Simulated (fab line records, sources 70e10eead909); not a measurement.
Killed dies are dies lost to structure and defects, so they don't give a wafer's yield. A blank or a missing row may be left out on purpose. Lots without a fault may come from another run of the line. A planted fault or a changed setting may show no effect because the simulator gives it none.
A struck lot beside a sound one | flow nand_harc | 15 steps out of a route of 1302
Sound: wafers L790.1, L790.4, L790.5. Struck: wafer L796.2. (L796.3 of the same lot was not struck and is left out.) The cause comes at the end.
At each step with rows: each side's tool, then ch and its chambers, then its first start. Under that, the readings that differ: sound wafers | struck wafers | difference of the means | sigmas: that difference in standard deviations of wafers without a fault.
alike: readings whose means differ by less than 2 such deviations, and words and numbers that are the same on both sides. not compared: withheld readings, readings that some wafer has no value for, bounds like >300 that may hide the same value, and numbers for which the record gives no deviation and whose values overlap.
The two part at a step that has a row with sigmas, a row that says differs or no value, or rows on one side only. Numbers that don't overlap but have no deviation are shown without sigmas and don't part them. A reading that every wafer of one side lacks parts them only if that side has two wafers or more.

NHARC_P_M1_INSPECT_11:
  sound on defect_inspect-02, day 9 17:25; struck on defect_inspect-02, day 12 09:13
  alike: raw_defect_count
NHARC_P_M1_DESCUM_14: chemistry O2, time 3 s.
  sound on rie_diel-09 ch 0,3, day 9 17:29; struck on rie_diel-10 ch 3, day 12 09:17
  alike: drypump_motor_current_A, oes_product_au, rf_vpp_V, showerhead_plenum_p_Torr, throttle_valve_pct
  not compared: rf_hours_counter_h
then, 1 step without rows for these wafers: NHARC_P_M1_ETCH_35 (etches the open film in N2/H2, target depth 40 nm, overetch 12 nm, time 43.94 s).
NHARC_P_M1_ETCH_15: etches the open film in C4F8/Ar, target depth 182.5 nm, time 91.2 s.
  sound on rie_diel-09 ch 0,2; struck on rie_diel-10 ch 1
  alike: oes_product_au, rf_vpp_V
  not compared: rf_hours_counter_h
NHARC_P_M1_CD_MEAS_16:
  sound on cd_sem-03, day 9 17:47; struck on cd_sem-01, day 12 09:35
  alike: cd_nm
then, 1 step without rows for these wafers: NHARC_P_M1_STRIP_18 (strips in N2/H2).
NHARC_P_M1_ETCH_28: etches the open film in CF4/N2, target depth 30 nm, time 72.99 s.
  sound on rie_diel-09 ch 0,1; struck on rie_diel-09 ch 0
  reading                | sound                | struck | difference | sigmas
  throttle_valve_pct (%) | 19.784 19.792 19.784 | 19.810 | +0.023     | +2
  alike: cf4_flow_sccm, drypump_motor_current_A, oes_product_au, rf_vpp_V, showerhead_plenum_p_Torr
  not compared: rf_hours_counter_h
then, 2 steps without rows for these wafers: NHARC_P_M1_STRIP_19 (strips in post etch residue remover, time 600 s); NHARC_P_M1_DEGAS_29 (time 60 s).
NHARC_P_M1_PRE_CLEAN_30: time 30 s.
  sound on pvd_sputter-03; struck on pvd_sputter-03
  alike: heater_power_w
then, 2 steps without rows for these wafers: NHARC_P_M1_PVD_20 (deposits TaN, target thk 5 nm, time 8.06 s); NHARC_P_M1_PVD_21 (deposits Cu, target thk 30 nm, time 20.49 s).
NHARC_P_M1_ECD_22: material Cu, target thk 400 nm.
  sound on ecd_cu-01 ch 0,1, day 9 18:52; struck on ecd_cu-01 ch 0, day 12 11:05
  alike: bath_heat_duty_pct
NHARC_P_M1_ANNEAL_31: time 90 s.
  sound on rtp_anneal-02 ch 0, day 9 19:14; struck on rtp_anneal-01 ch 0, day 12 11:36
  alike: wafer_temp_C_max
NHARC_P_M1_CMP_23: polishes, t overpolish 20 s, target thk 157.82 nm.
  sound on cmp-04 ch 0,1,3, day 9 19:39; struck on cmp-01 ch 1, day 12 11:55
  reading                | sound          | struck | difference | sigmas
  time_to_endpoint_s (s) | 27.2 30.0 27.6 | 12.7   | -15.6      | -6
  alike: motor_current_A

WHERE THEY PART
First at NHARC_P_M1_ETCH_28; last, within this record, at NHARC_P_M1_CMP_23.

WHY: what the simulator had put in
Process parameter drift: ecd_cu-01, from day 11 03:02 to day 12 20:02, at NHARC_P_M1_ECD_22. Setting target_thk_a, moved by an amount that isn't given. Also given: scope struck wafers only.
